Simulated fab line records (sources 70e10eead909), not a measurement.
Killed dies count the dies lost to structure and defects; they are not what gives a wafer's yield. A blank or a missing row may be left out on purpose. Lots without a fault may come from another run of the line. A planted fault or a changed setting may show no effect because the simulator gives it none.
Chamber matching :: flow nandHarc :: rieDiel-09 running NHARC_A_BONDPAD_DESCUM_11: 4 sister chambers
The step chemistry O2, time 3 s. 14 wafers are shown with their chamber, then 7 later ones without.

## EACH WAFER AND ITS CHAMBER
wafer: L335.3
chamber: 2
showerheadPlenumPTorr (Torr): 1.85
drypumpMotorCurrentA (A): 5.5
oesProductAu (a.u.): 0.996

wafer: L335.4
chamber: 0
showerheadPlenumPTorr (Torr): 2.02
drypumpMotorCurrentA (A): 6.4
oesProductAu (a.u.): 0.986

wafer: L335.5
chamber: 2
showerheadPlenumPTorr (Torr): 1.85
drypumpMotorCurrentA (A): 5.5
oesProductAu (a.u.): 1.002

wafer: L342.2
chamber: 0
showerheadPlenumPTorr (Torr): 2.02
drypumpMotorCurrentA (A): 6.3
oesProductAu (a.u.): 0.988

wafer: L342.4
chamber: 1
showerheadPlenumPTorr (Torr): 1.87
drypumpMotorCurrentA (A): 5.5
oesProductAu (a.u.): 0.974

wafer: L342.6
chamber: 3
showerheadPlenumPTorr (Torr): 1.90
drypumpMotorCurrentA (A): 6.3
oesProductAu (a.u.): 1.001

wafer: L345.1
chamber: 0
showerheadPlenumPTorr (Torr): 2.01
drypumpMotorCurrentA (A): 6.3
oesProductAu (a.u.): 0.994

wafer: L345.3
chamber: 3
showerheadPlenumPTorr (Torr): 1.90
drypumpMotorCurrentA (A): 6.3
oesProductAu (a.u.): 1.010

wafer: L345.4
chamber: 2
showerheadPlenumPTorr (Torr): 1.85
drypumpMotorCurrentA (A): 5.5
oesProductAu (a.u.): 0.996

wafer: L344.3
chamber: 2
showerheadPlenumPTorr (Torr): 1.85
drypumpMotorCurrentA (A): 5.5
oesProductAu (a.u.): 0.986

wafer: L344.4
chamber: 0
showerheadPlenumPTorr (Torr): 2.01
drypumpMotorCurrentA (A): 6.3
oesProductAu (a.u.): 0.993

wafer: L344.5
chamber: 1
showerheadPlenumPTorr (Torr): 1.87
drypumpMotorCurrentA (A): 5.5
oesProductAu (a.u.): 0.971

wafer: L347.2
chamber: 0
showerheadPlenumPTorr (Torr): 2.01
drypumpMotorCurrentA (A): 6.3
oesProductAu (a.u.): 0.996

wafer: L347.3
chamber: 3
showerheadPlenumPTorr (Torr): 1.90
drypumpMotorCurrentA (A): 6.3
oesProductAu (a.u.): 1.009

SIGNATURES, as means of the wafers listed above
reading: showerheadPlenumPTorr
chamber 0: 2.0140
chamber 1: 1.8700
chamber 2: 1.8500
chamber 3: 1.9000
scatter within a chamber: 0.00346

reading: drypumpMotorCurrentA
chamber 0: 6.320
chamber 1: 5.500
chamber 2: 5.500
chamber 3: 6.300
scatter within a chamber: 0.0283

reading: oesProductAu
chamber 0: 0.99140
chamber 1: 0.97250
chamber 2: 0.99500
chamber 3: 1.00667
scatter within a chamber: 0.00506
Rule: for a wafer and a chamber, the distance is found by dividing, reading by reading, the gap between the wafer's reading and the chamber's mean by the reading's scatter, squaring, summing and taking the root. If the next closest chamber is less than 2 further off than the closest, the wafer can't be placed; otherwise it belongs to the closest. The scatter is the square root of a quotient: the sum, over the shown wafers, of each reading's squared deviation from its chamber's mean, divided by wafers minus chambers.

## WAFERS WHOSE CHAMBER IS MISSING
wafer: L347.5
showerheadPlenumPTorr (Torr): 1.90
drypumpMotorCurrentA (A): 6.3
oesProductAu (a.u.): 1.009

wafer: L353.3
showerheadPlenumPTorr (Torr): 1.87
drypumpMotorCurrentA (A): 5.4
oesProductAu (a.u.): 0.973

wafer: L353.5
showerheadPlenumPTorr (Torr): 2.01
drypumpMotorCurrentA (A): 6.3
oesProductAu (a.u.): 0.986

wafer: L353.6
showerheadPlenumPTorr (Torr): 1.89
drypumpMotorCurrentA (A): 6.3
oesProductAu (a.u.): 1.017

wafer: L358.1
showerheadPlenumPTorr (Torr): 1.85
drypumpMotorCurrentA (A): 5.5
oesProductAu (a.u.): 1.001

wafer: L358.2
showerheadPlenumPTorr (Torr): 1.89
drypumpMotorCurrentA (A): 6.3
oesProductAu (a.u.): 1.005

wafer: L358.6
showerheadPlenumPTorr (Torr): 1.87
drypumpMotorCurrentA (A): 5.4
oesProductAu (a.u.): 0.974

## WHICH CHAMBER EACH WENT THROUGH
wafer: L347.5
from the rows above: 3
in truth: 3

wafer: L353.3
from the rows above: 1
in truth: 1

wafer: L353.5
from the rows above: 0
in truth: 0

wafer: L353.6
from the rows above: 3
in truth: 3

wafer: L358.1
from the rows above: 2
in truth: 2

wafer: L358.2
from the rows above: 3
in truth: 3

wafer: L358.6
from the rows above: 1
in truth: 1
7 of 7 placed correctly. Number that these rows cannot place: 0. Wrongly placed: 0.
